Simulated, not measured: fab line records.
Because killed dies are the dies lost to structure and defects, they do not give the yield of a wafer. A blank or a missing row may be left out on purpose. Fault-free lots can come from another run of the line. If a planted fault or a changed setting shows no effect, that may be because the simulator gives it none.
Which tool was responsible? ; flow n5_finfet ; 10 lots with 25 wafers sampled at 7 steps, on a route of 1938 steps

== WHAT THE GAUGES SHOWED, per wafer ==
N5_FIN_SAQP_INSPECT_40: inspects for defects (brightfield).
lot;measured;on;raw_defect_count
L845;day 2 08:01;defect_inspect-01;262 242 300
L847;day 2 21:12;defect_inspect-02;246 288
L848;day 3 02:55;defect_inspect-02;201 311
L850;day 3 14:16;defect_inspect-02;277 270
L854;day 4 14:53;defect_inspect-02;579 588 598
L855;day 4 21:11;defect_inspect-01;141 362
L856;day 5 03:23;defect_inspect-01;254 186 310
L858;day 5 14:03;defect_inspect-01;574 662 616
L861;day 6 08:34;defect_inspect-01;237 295
L863;day 6 19:43;defect_inspect-02;244 295 252

N5_FIN_CUT_CD_MEAS_08: the cd target is 29.1 nm.
lot;measured;on;cd_nm (nm)
L845;day 2 08:19;cd_sem-01;28.98 28.74 28.62
L847;day 2 21:30;cd_sem-02;29.10 29.14
L848;day 3 03:13;cd_sem-03;28.92 29.23
L850;day 3 14:34;cd_sem-01;28.74 28.80
L854;day 4 15:11;cd_sem-02;29.17 28.93 29.22
L855;day 4 21:37;cd_sem-03;28.73 28.89
L856;day 5 03:41;cd_sem-01;28.97 29.05 29.05
L858;day 5 14:21;cd_sem-03;28.97 29.13 28.88
L861;day 6 08:53;cd_sem-02;29.49 29.52
L863;day 6 20:09;cd_sem-01;29.22 29.07 28.58

N5_FIN_CUT_INSPECT_10: inspects for defects (brightfield).
lot;measured;on;raw_defect_count
L845;day 2 08:24;defect_inspect-01;43 45 44
L847;day 2 21:35;defect_inspect-01;55 36
L848;day 3 03:18;defect_inspect-02;39 52
L850;day 3 14:40;defect_inspect-01;49 50
L854;day 4 15:17;defect_inspect-02;393 366 370
L855;day 4 21:43;defect_inspect-01;27 68
L856;day 5 03:47;defect_inspect-02;55 36 48
L858;day 5 14:26;defect_inspect-01;395 423 429
L861;day 6 08:58;defect_inspect-01;37 54
L863;day 6 20:14;defect_inspect-02;34 47 38

N5_FIN_CUT_INSPECT_17: inspects for defects (brightfield).
lot;measured;on;raw_defect_count
L845;day 2 09:20;defect_inspect-02;247 238 298
L847;day 2 22:32;defect_inspect-02;265 270
L848;day 3 04:23;defect_inspect-01;228 317
L850;day 3 15:37;defect_inspect-02;273 261
L854;day 4 16:14;defect_inspect-01;596 582 585
L855;day 4 22:40;defect_inspect-02;136 372
L856;day 5 04:44;defect_inspect-01;257 183 322
L858;day 5 15:23;defect_inspect-01;592 671 607
L861;day 6 09:58;defect_inspect-01;243 293
L863;day 6 21:11;defect_inspect-01;257 299 275

== EACH LOT AND THE TOOL THAT RAN IT (in order: tool; ch and the chambers of the sampled wafers; start) ==
lot;N5_FIN_SAQP_SPACER1_ETCHBACK_25;N5_FIN_SAQP_ETCH_69;N5_FIN_SAQP_HM_OPEN_33
L845;rie_diel-01 ch 0,1, day 2 05:28;rie_diel-05 ch 0,1,3, day 2 06:34;rie_diel-05 ch 0,2,3, day 2 07:30
L847;rie_diel-04 ch 0,2, day 2 18:37;rie_diel-01 ch 0,2, day 2 19:32;rie_diel-01 ch 0,3, day 2 20:40
L848;rie_diel-05 ch 0,2, day 3 00:19;rie_diel-05 ch 0,1, day 3 01:14;rie_diel-05 ch 2,3, day 3 02:23
L850;rie_diel-01 ch 1, day 3 11:52;rie_diel-05 ch 0,3, day 3 12:52;rie_diel-04 ch 1,2, day 3 13:44
L854;rie_diel-01 ch 2,3, day 4 12:12;rie_diel-04 ch 0,2, day 4 13:19;rie_diel-05 ch 0,1,3, day 4 14:20
L855;rie_diel-04 ch 1,3, day 4 18:47;rie_diel-05 ch 0,1, day 4 19:44;rie_diel-05 ch 0,2, day 4 20:40
L856;rie_diel-05 ch 0,2, day 5 00:48;rie_diel-01 ch 1,2,3, day 5 01:46;rie_diel-01 ch 0,1,2, day 5 02:50
L858;rie_diel-01 ch 0,1, day 5 11:40;rie_diel-01 ch 2,3, day 5 12:38;rie_diel-01 ch 0,1, day 5 13:31
L861;rie_diel-05 ch 0,3, day 6 06:11;rie_diel-05 ch 0,1, day 6 07:06;rie_diel-01 ch 1,2, day 6 08:02
L863;rie_diel-05 ch 1,2,3, day 6 17:23;rie_diel-05 ch 0,1,3, day 6 18:18;rie_diel-05 ch 0,1,3, day 6 19:11
- N5_FIN_SAQP_SPACER1_ETCHBACK_25: etches SiO2 in CHF3/O2, target depth 24.4 nm, time 12.2 s.
- N5_FIN_SAQP_ETCH_69: etches SOC in N2/H2, stops on SiNx, target depth 150 nm.
- N5_FIN_SAQP_HM_OPEN_33: chemistry CH3F/O2, target SiNx, target depth 49.4 nm, time 70.6 s.

== AS READ BY THE TOOLS THEMSELVES (means over the sampled wafers that have a number; for cases with no such wafer, the mark the record gives instead) ==
N5_FIN_SAQP_SPACER1_ETCHBACK_25.
lot;tool;drypump_motor_current_A (A);oes_product_au (a.u.);rf_fwd_power_W (W);rf_vpp_V (V);showerhead_plenum_p_Torr (Torr);throttle_valve_pct (%)
L845;rie_diel-01;6.1;0.79;644.5;536;2.44;19.11
L847;rie_diel-04;5.7;0.75;645.6;522;2.36;18.89
L848;rie_diel-05;5.9;0.85;647.4;518;2.38;18.98
L850;rie_diel-01;5.8;0.71;646.8;530;2.39;19.48
L854;rie_diel-01;5.5;0.81;647.5;507;2.52;19.05
L855;rie_diel-04;5.7;0.80;644.5;516;2.43;19.00
L856;rie_diel-05;6.2;0.79;644.5;516;2.38;19.06
L858;rie_diel-01;6.1;0.77;644.5;537;2.43;19.15
L861;rie_diel-05;5.0;0.93;646.2;522;2.38;18.84
L863;rie_diel-05;5.8;0.86;646.9;524;2.37;18.96

N5_FIN_SAQP_ETCH_69.
lot;tool;drypump_motor_current_A (A);oes_product_au (a.u.);rf_fwd_power_W (W);rf_vpp_V (V);showerhead_plenum_p_Torr (Torr);throttle_valve_pct (%)
L845;rie_diel-05;5.3;0.78;845;239.8;2.49;17.8
L847;rie_diel-01;5.8;0.81;840;242.2;2.64;17.9
L848;rie_diel-05;5.4;0.96;848;240.1;2.48;17.6
L850;rie_diel-05;5.0;0.80;842;239.9;2.50;17.8
L854;rie_diel-04;5.6;0.72;843;240.4;2.52;18.1
L855;rie_diel-05;5.4;0.91;844;240.2;2.48;17.6
L856;rie_diel-01;5.7;0.77;843;241.1;2.59;18.1
L858;rie_diel-01;5.8;0.81;845;240.6;2.60;17.8
L861;rie_diel-05;5.4;0.87;846;240.8;2.46;17.6
L863;rie_diel-05;5.3;0.89;847;240.0;2.47;17.6

N5_FIN_SAQP_HM_OPEN_33.
lot;tool;drypump_motor_current_A (A);etch_rf_on_time_s (s);oes_product_au (a.u.);rf_fwd_power_W (W);rf_vpp_V (V);showerhead_plenum_p_Torr (Torr);throttle_valve_pct (%)
L845;rie_diel-05;5.6;72.2;0.69;390.8;294;1.99;16.48
L847;rie_diel-01;6.2;69.2;0.73;390.0;305;2.04;16.39
L848;rie_diel-05;5.8;72.2;0.61;390.5;294;1.98;16.64
L850;rie_diel-04;5.5;68.8;0.71;390.4;292;2.02;16.46
L854;rie_diel-05;5.3;70.4;0.72;390.8;299;1.98;16.38
L855;rie_diel-05;5.9;71.1;0.70;392.5;294;1.98;16.44
L856;rie_diel-01;5.8;71.4;0.65;391.2;296;2.04;16.61
L858;rie_diel-01;6.1;69.3;0.66;388.3;304;2.01;16.58
L861;rie_diel-01;5.5;71.2;0.63;391.2;292;2.05;16.75
L863;rie_diel-05;5.3;67.4;0.78;389.0;300;1.97;16.25

== THE ANSWER, worked out from the rows above alone ==
Rule: what is usual is taken from the lots themselves. Put in order of their means at a reading, lots are off if they are a third of the lots or fewer, leave a main group of 4 or more, and stand apart from it by a gap of 3 or more times the standard deviation of the main group's means; of several such gaps the widest counts. A main group whose means are all the same, to the digits that the tables above print for the reading, isn't used. A lot without any number at a reading at which 4 lots or more have one is off too. All remaining lots with rows at the step are treated as sound. First the gauges in route order, then the tools' own readings, where a lot's mean is used as printed above. The first step at which some lot is off is used, and at that step the reading that is off furthest; a lot without a number counts as furthest.
Off: L854, L858, at N5_FIN_SAQP_INSPECT_40 (raw_defect_count). Mean 262 and standard deviation 7.9 in the main group.
If a tool, at a process step before that reading, ran all the lots that are off and no sound lot after the first of them, it fits. Those tools and the gauges at N5_FIN_SAQP_INSPECT_40 are tried in the same way. One candidate fits, namely rie_diel-01 at N5_FIN_SAQP_SPACER1_ETCHBACK_25. A fault onset in the window from L850 (day 3 11:52, its last sound lot) to L854 (day 4 12:12, its first lot off) fits.

== WHAT HAD BEEN PUT IN BY THE SIMULATOR ==
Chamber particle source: rie_diel-01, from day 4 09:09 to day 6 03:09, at N5_FIN_SAQP_SPACER1_ETCHBACK_25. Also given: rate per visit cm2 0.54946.
Shown lots that were struck: L854, L858. This agrees with what the rule above found.
